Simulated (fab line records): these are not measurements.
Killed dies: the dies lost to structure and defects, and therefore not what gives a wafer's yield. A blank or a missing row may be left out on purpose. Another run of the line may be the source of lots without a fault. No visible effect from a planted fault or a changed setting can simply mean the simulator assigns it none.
A struck lot beside a sound one || flow nand_harc || 13 out of 1159 route steps
Sound: these wafers, L417.3, L417.4, L417.5. Wafers struck: L421.2, L421.4, L421.5. Last of all comes the cause.
For every step that has rows: the tool of each side, followed by ch and its chambers, followed by its first start. Under that, the readings that differ: sound wafers || struck wafers || difference of the means || sigmas: that difference in standard deviations of wafers without a fault.
alike: a reading whose means differ by less than 2 such deviations, as well as words and numbers matching on both sides. not compared: withheld readings; readings where some wafer has no value; bounds like >300 that might hide an equal value; numbers whose values overlap and for which the record gives no deviation.
Wherever a step has rows on one side only, a row that says differs or no value, or a row with sigmas, the two part there. Non-overlapping numbers with no deviation appear without sigmas and do not part them. A reading that every wafer of one side lacks parts them only if that side has two wafers or more.

NHARC_P_CONTACT_CD_MEAS_19:
  sound on cd_sem-02 at day 6 17:08; struck on cd_sem-03 at day 7 10:19
  alike: cd_nm
NHARC_P_CONTACT_STRIP_28: strips in O2.
  sound on rie_diel-03 ch 0,1, day 6 17:13; struck on rie_diel-03 ch 0,1, day 7 10:23
  alike: drypump_motor_current_A, oes_product_au, rf_vpp_V, showerhead_plenum_p_Torr, throttle_valve_pct
  not compared: rf_hours_counter_h
then, 1 step without rows for these wafers: NHARC_P_CONTACT_STRIP_29 (strips in post etch residue remover, time 1200 s).
NHARC_P_CONTACT_DEGAS_38: time 60 s.
  sound on pvd_sputter-01 at day 6 17:52; struck on pvd_sputter-03 at day 7 11:02
  alike: heater_power_w
then, 1 step without rows for these wafers: NHARC_P_CONTACT_PRE_CLEAN_39 (time 19.5 s).
NHARC_P_CONTACT_PVD_32: deposits Ti, target thk 5 nm, time 17.7 s.
  sound on pvd_sputter-01; struck on pvd_sputter-03
  alike: chamber_pressure_pa, throttle_valve_pct
NHARC_P_CONTACT_ALD_22: deposits TiN, target thk 3 nm, pulse time 1 s, ald cycles 150.
  sound on ald_metal-02 ch 0,2,3, day 6 18:08; struck on ald_metal-04 ch 1,2,3, day 7 11:16
  alike: heater_power_w, precursor_pulse_height_rel
  not compared: since_wet_clean_h
then, 1 step without rows for these wafers: NHARC_P_CONTACT_CVD_23 (deposits W, target thk 200 nm, time 557 s).
NHARC_P_CONTACT_CMP_24: polishes, t overpolish 30 s, target thk 200 nm.
  sound on cmp-02 ch 0,1,3, day 6 22:23; struck on cmp-03 ch 1,2,3, day 7 20:05
  alike: motor_current_A, overpolish_run_s, time_to_endpoint_s
then, 1 step without rows for these wafers: NHARC_P_CONTACT_SRD_26.
NHARC_P_CONTACT_INSPECT_27:
  sound on defect_inspect-01 at day 6 22:46; struck on defect_inspect-02 at day 7 20:28
  alike: raw_defect_count
NHARC_P_M0_DEP_00: deposits SiOC, target thk 150 nm.
  sound on pecvd-02 ch 1,2, day 6 22:56; struck on pecvd-01 ch 1,2, day 7 20:35
  no value came back on the struck wafers for chamber_pressure_Torr (Torr), rf_fwd_power_W (W); on the sound wafers chamber_pressure_Torr (Torr) reads 4.998 4.998 5.010
  not compared: since_wet_clean_h
then, 1 step without rows for these wafers: NHARC_P_M0_DEHYDRATE_01 (time 120 s).

== WHERE THEY PART ==
NHARC_P_M0_DEP_00 only, going by this record.

WHY: the cause the simulator had injected
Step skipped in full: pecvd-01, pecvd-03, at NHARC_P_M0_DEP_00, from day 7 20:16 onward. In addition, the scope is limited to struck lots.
